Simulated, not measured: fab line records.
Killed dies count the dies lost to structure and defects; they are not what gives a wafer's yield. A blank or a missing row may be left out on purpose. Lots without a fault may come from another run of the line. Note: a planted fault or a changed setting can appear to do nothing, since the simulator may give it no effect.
Which tool did it? | flow nandHarc | 6 lots with 18 wafers sampled at 4 steps, on a route of 1302 steps

WHAT THE GAUGES SHOWED, per wafer
NHARC_P_M1_CD_MEAS_09 targets a cd of 130 nm.
lot  | measured     | on       | cdNm (nm)
L247 | day 7 23:05  | cdSem-03 | 129.4 128.7 128.7
L249 | day 8 15:10  | cdSem-03 | 130.1 130.3 131.0
L252 | day 10 08:22 | cdSem-02 | 128.4 130.3 130.0
L258 | day 12 16:06 | cdSem-02 | 138.8 139.6 140.3
L260 | day 13 14:16 | cdSem-01 | 129.9 130.0 131.0
L265 | day 15 10:38 | cdSem-01 | 130.3 130.2 130.1

EACH LOT AND THE TOOL THAT RAN IT (in order: tool; ch and the chambers of the sampled wafers; start)
lot  | NHARC_P_M0_ETCH_15                           | NHARC_P_M0_PRE_CLEAN_31         | NHARC_P_M1_PEB_07
L247 | rieDiel-03 ch 1,3, day 7 21:47 or earlier    | pecvd-03 ch 1,2, day 7 21:47    | lithoTrack-06 ch 0, day 7 23:01
L249 | rieDiel-09 ch 0,1, day 8 13:50 or earlier    | pecvd-04 ch 1,2, day 8 13:50    | lithoTrack-04 ch 0, day 8 15:05
L252 | rieDiel-09 ch 0,3, day 10 07:03 or earlier   | pecvd-01 ch 0,1, day 10 07:03   | lithoTrack-06 ch 0, day 10 08:17
L258 | rieDiel-03 ch 1,2,3, day 12 14:44 or earlier | pecvd-01 ch 0,1,2, day 12 14:44 | lithoTrack-04 ch 0, day 12 16:01
L260 | rieDiel-03 ch 1,3, day 13 12:56 or earlier   | pecvd-03 ch 0,2, day 13 12:56   | lithoTrack-01 ch 0, day 13 14:11
L265 | rieDiel-09 ch 1,2,3, day 15 09:18 or earlier | pecvd-04 ch 0,1,2, day 15 09:18 | lithoTrack-04 ch 0, day 15 10:33
- NHARC_P_M0_ETCH_15: etches the open film in C4F8/Ar, target depth 150 nm, overetch 15 nm, time 82.5 s.
- NHARC_P_M0_PRE_CLEAN_31: time 12 s.
- NHARC_P_M1_PEB_07: peb time 65 s.

THE ANSWER, worked out from the rows above alone
Rule: the lots themselves supply what counts as usual. The widest of any qualifying gaps counts: lots, ordered by their means at a reading, are off when they make up no more than a third of the lots, leave a main group of 4 or more, and stand apart from it by 3 or more times the standard deviation of that group's means. A main group whose means are all the same, to the digits that the tables above print for the reading, isn't used. Also off: a lot with no number at a reading for which 4 or more lots have one. The other lots that the step has rows for count as sound.
Off at NHARC_P_M1_CD_MEAS_09 (cdNm): L258. The main group has a mean of 129.9 nm with a standard deviation of 0.57.
A tool fits if, at a process step before that reading, it ran every lot that is off, and no sound lot after the first of them. Those tools and the gauges at NHARC_P_M1_CD_MEAS_09 are tried in the same way. NHARC_P_M0_ETCH_15 gives no start for some lots, so the hours and the order of its lots are those of NHARC_P_M0_PRE_CLEAN_31. Undecided on this evidence; 2 tools fit (pecvd-01 at NHARC_P_M0_PRE_CLEAN_31, cdSem-02 at NHARC_P_M1_CD_MEAS_09).

WHAT THE SIMULATOR HAD INSERTED
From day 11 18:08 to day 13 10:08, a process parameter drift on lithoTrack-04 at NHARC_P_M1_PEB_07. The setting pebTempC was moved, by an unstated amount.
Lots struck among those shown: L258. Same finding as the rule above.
